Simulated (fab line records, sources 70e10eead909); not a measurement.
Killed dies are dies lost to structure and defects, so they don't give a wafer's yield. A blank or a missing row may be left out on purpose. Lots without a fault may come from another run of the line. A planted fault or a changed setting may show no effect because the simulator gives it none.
Which tool did it? | flow nand_harc | 6 lots, 18 wafers sampled, at 3 steps of a route of 1302

WHAT THE GAUGES READ, wafer by wafer
NHARC_A_CONTACT_OVL_MEAS_09.
lot  | measured     | on         | overlay_x_nm (nm)
L591 | day 22 20:45 | overlay-01 | -0.1 -0.2 -0.3
L593 | day 23 04:56 | overlay-01 | 0.7 0.4 0.3
L599 | day 26 10:04 | overlay-02 | 7.4 6.5 6.9
L603 | day 28 07:05 | overlay-01 | -0.9 -1.1 -0.5
L609 | day 29 19:10 | overlay-02 | 1.2 1.2 0.8
L612 | day 31 21:02 | overlay-01 | 0.3 0.6 0.1

WHICH TOOL RAN EACH LOT (tool, then ch and the chambers of the sampled wafers, then the start)
lot  | NHARC_A_CONTACT_ETCH_106           | NHARC_A_CONTACT_EXPOSE_05
L591 | rie_diel-03 ch 0,1,2, day 22 15:48 | arfi_scanner-01 ch 0, day 22 20:32
L593 | rie_diel-02 ch 0,2,3, day 23 01:28 | arfi_scanner-03 ch 0, day 23 04:43
L599 | rie_diel-02 ch 2,3, day 26 06:47   | arfi_scanner-02 ch 0, day 26 09:50
L603 | rie_diel-12 ch 0,3, day 28 02:17   | arfi_scanner-01 ch 0, day 28 06:51
L609 | rie_diel-12 ch 2,3, day 29 09:20   | arfi_scanner-01 ch 0, day 29 18:56
L612 | rie_diel-12 ch 0,3, day 31 14:58   | arfi_scanner-03 ch 0, day 31 20:49
- NHARC_A_CONTACT_ETCH_106: etches the open film in CF4/O2, target depth 90 nm, overetch 9 nm, time 49.5 s.
- NHARC_A_CONTACT_EXPOSE_05: exposes mask A CC.

THE ANSWER, worked out from the rows above alone
Rule: what is usual is taken from the lots themselves. Put in order of their means at a reading, lots are off if they are a third of the lots or fewer, leave a main group of 4 or more, and stand apart from it by a gap of 3 or more times the standard deviation of the main group's means; of several such gaps the widest counts. A main group whose means are all the same, to the digits that the tables above print for the reading, isn't used. A lot without any number at a reading at which 4 lots or more have one is off too. The other lots that the step has rows for count as sound.
Off: L599, at NHARC_A_CONTACT_OVL_MEAS_09 (overlay_x_nm). The main group: mean 0.2 nm, standard deviation 0.64.
A tool fits if, at a process step before that reading, it ran every lot that is off, and no sound lot after the first of them. The gauges at NHARC_A_CONTACT_OVL_MEAS_09 are tried like those tools. Can't be told from this: 2 tools fit, rie_diel-02 at NHARC_A_CONTACT_ETCH_106, arfi_scanner-02 at NHARC_A_CONTACT_EXPOSE_05.

WHAT THE SIMULATOR HAD PUT IN
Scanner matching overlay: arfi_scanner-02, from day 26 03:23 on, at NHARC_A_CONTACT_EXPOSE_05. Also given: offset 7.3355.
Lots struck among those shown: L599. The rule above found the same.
